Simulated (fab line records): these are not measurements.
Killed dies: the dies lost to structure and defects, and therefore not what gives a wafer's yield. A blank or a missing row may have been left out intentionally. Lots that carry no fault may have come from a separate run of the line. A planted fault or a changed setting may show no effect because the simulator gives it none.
Chamber matching + flow n5Finfet + uvCure-03 running N5_BEOL_M10_CURE_71: 3 sister chambers
The step cures SiCOH lowk, time 240 s. 14 wafers are shown with their chamber, then 7 later ones without.

EACH WAFER AND ITS CHAMBER
| wafer  | chamber | wafer_temp_C_max | lampPowerPct (%) |
|--------|---------|------------------|------------------|
| L074.4 | 1       | 387.1            | 52.34            |
| L074.5 | 1       | 387.2            | 52.53            |
| L074.6 | 1       | 387.5            | 52.33            |
| L084.1 | 2       | 387.5            | 52.30            |
| L084.2 | 2       | 386.7            | 52.27            |
| L084.4 | 2       | 387.4            | 52.27            |
| L085.2 | 0       | 386.1            | 52.24            |
| L085.5 | 0       | 386.4            | 52.24            |
| L085.6 | 0       | 386.9            | 52.24            |
| L091.1 | 2       | 387.6            | 52.34            |
| L091.4 | 2       | 387.1            | 52.37            |
| L091.5 | 2       | 387.5            | 52.34            |
| L095.1 | 1       | 387.3            | 52.21            |
| L095.5 | 1       | 386.9            | 52.24            |

SIGNATURES (averages over the wafers above)
| reading          | chamber 0 | chamber 1 | chamber 2 | scatter within a chamber |
|------------------|-----------|-----------|-----------|--------------------------|
| wafer_temp_C_max | 386.467   | 387.200   | 387.300   | 0.317                    |
| lampPowerPct     | 52.2400   | 52.3300   | 52.3150   | 0.0804                   |
Rule: for a wafer and a chamber, the distance is found by dividing, reading by reading, the gap between the wafer's reading and the chamber's mean by the reading's scatter, squaring, summing and taking the root. The wafer belongs to the nearest chamber; if the next one is less than 2 further off, it can't be placed. The scatter: the root of (the sum of the squares of (reading less its chamber's mean) over the shown wafers, divided by (wafers less chambers)).

WAFERS WITH NO CHAMBER GIVEN
| wafer  | wafer_temp_C_max | lampPowerPct (%) |
|--------|------------------|------------------|
| L095.6 | 386.7            | 52.22            |
| L096.1 | 386.7            | 52.37            |
| L096.2 | 386.4            | 52.28            |
| L096.6 | 386.1            | 52.37            |
| L097.1 | 386.9            | 52.40            |
| L097.3 | 387.2            | 52.23            |
| L097.5 | 386.9            | 52.36            |

CHAMBER TAKEN BY EACH
| wafer  | from the rows above          | in truth |
|--------|------------------------------|----------|
| L095.6 | can't be placed: 0 or 1 or 2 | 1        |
| L096.1 | can't be placed: 1 or 0 or 2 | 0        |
| L096.2 | 0                            | 0        |
| L096.6 | can't be placed: 0 or 1 or 2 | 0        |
| L097.1 | can't be placed: 1 or 2 or 0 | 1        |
| L097.3 | can't be placed: 2 or 1 or 0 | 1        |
| L097.5 | can't be placed: 1 or 2 or 0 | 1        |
Correctly placed: 1 of 7. From these rows, 6 cannot be placed; in 6 the true chamber is one of the candidates. Number placed wrongly: 0.
